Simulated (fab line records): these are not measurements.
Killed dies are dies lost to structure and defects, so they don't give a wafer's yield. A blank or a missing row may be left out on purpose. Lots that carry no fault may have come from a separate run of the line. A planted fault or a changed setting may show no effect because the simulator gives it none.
Split-lot experiment	flow n5 finfet	21 wafers read from 7 lots, route of 1938 steps

== SPLIT DETAILS ==
At N5_FIN_SAQP_SPACER1_ALD_24 (deposits SiO2, target thk 20.3 nm, pulse time 1 s, purge time 2 s), the setting ald cycles was moved away from the recipe's 218 on 6 of the 21 wafers read, by -15.1% to +5.0%. For the rest of the wafers, this setting stayed at what the recipe calls for.

== FROM THE SPLIT TO THE READING: what the file shows between them, 2 steps ==
- N5_FIN_SAQP_SPACER1_ETCHBACK_25: etches SiO2 in CHF3/O2, target depth 24.4 nm, time 12.2 s
- N5_FIN_SAQP_MANDREL1_REMOVE_56: chemistry HBr/Cl2/O2, target a-Si, stops on SiNx, bt time 10 s

== THE READING ==
cd nm (nm) at N5_FIN_SAQP_CD_MEAS_27, where the cd target is 20 nm. Typical for fault-free wafers on this fab line: 20.23 nm, with standard deviation 0.26 nm.

wafer	tool, chamber at the split	ald cycles as run	against the recipe	cd nm, nm	against lot-mates on the recipe
L074.2	ald sin-03, 0	218	recipe	20.34	-
L074.3	ald sin-03, 1,0	191	-12.4%	17.52	-2.82
L074.5	ald sin-03, 1,0	191	-12.4%	18.14	-2.20
L075.3	ald sin-01, 2	218	recipe	20.41	-
L075.4	ald sin-01, 2	188	-13.8%	17.48	-2.82
L075.5	ald sin-01, 0	218	recipe	20.19	-
L078.1	ald sin-04, 0	218	recipe	19.84	-
L078.3	ald sin-04, 1,3	218	recipe	20.26	-
L078.4	ald sin-04, 1,3	218	recipe	20.49	-
L080.1	ald sin-03, 0	218	recipe	20.33	-
L080.4	ald sin-03, 3,0	218	recipe	20.45	-
L080.6	ald sin-03, 3,0	218	recipe	20.30	-
L086.3	ald sin-01, 2	218	recipe	20.53	-
L086.5	ald sin-01, 2	185	-15.1%	17.15	-3.38
L086.6	ald sin-01, 1	185	-15.1%	17.06	-3.47
L091.1	ald sin-03, 1,2	218	recipe	19.95	-
L091.2	ald sin-03, 1,2	218	recipe	20.08	-
L091.4	ald sin-03, 3	229	+5.0%	21.78	+1.77
L097.1	ald sin-03, 2,0	218	recipe	19.96	-
L097.3	ald sin-03, 2,0	218	recipe	20.18	-
L097.5	ald sin-03, 2	218	recipe	20.28	-
Rows listing several chambers each stand for several wafers; the file does not say which wafer went through which chamber.

FIT RESULTS
A straight line over all 21 wafers: cd nm changes by +0.207 nm for each +1% of ald cycles; r = +0.98; the points scatter about the line by 0.24 nm.
The same after taking each lot's own level away (the mean of its wafers on the recipe; 21 wafers): +0.222 nm for each +1%; r = +0.99; scatter 0.23 nm.
That fit puts the effect of the largest move of ald cycles on the reading at 3.4 nm.
From 20.015 to 20.530 nm: that is the span of the lots' own levels, equal to 2.0 times the standard deviation above.
Hence the lot-to-lot level has little effect on the slope; both slopes agree.
Check: for one of the wafers moved furthest among these (-15.1%), held out of the fit, the line's prediction against its lot-mates is -3.27 nm. Against them it came out at -3.38 nm.

== OTHER SPLITS ON THESE WAFERS ==
These wafers also went through other splits before the reading. Each is held against what the fit with the lots' levels taken away leaves over:
other split on the same wafers	wafers away from the commonest value	r with cd nm (lot level and that fit taken away)
N5_ZERO_LAYER_ETCH_18 icp w	6	-0.31
N5_FIN_SAQP_HM_DEP_03 time s	4	-0.28
N5_FIN_SAQP_PECVD_48 time s	9	+0.20

== THE WHOLE CHAIN: every reading that the file lists as answering this split, in the file's order ==
step	what it does	reading	change (the file's fit)	r (the file's)
N5_FIN_SAQP_SPACER1_ALD_24	deposits SiO2, target thk 20.3 nm, pulse time 1 s, purge time 2 s	SiO2_of_FIN_SAQP_SPACER1_ALD_24.thk nm (the simulator's own value, which no gauge read)	+0.201 nm for each +1% of the setting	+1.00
N5_FIN_SAQP_MANDREL1_REMOVE_56	chemistry HBr/Cl2/O2, target a-Si, stops on SiNx, bt time 10 s	FIN_SAQP.cd nm (the simulator's own value, which no gauge read)	+0.206 nm for each +1% of the setting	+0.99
N5_FIN_SAQP_CD_MEAS_27	target cd 20 nm	cd nm	+0.219 nm for each +1% of the setting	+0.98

== THE FILE'S OWN FIT ==
cd nm changes by +0.219 nm for each +1% of ald cycles, r = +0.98.
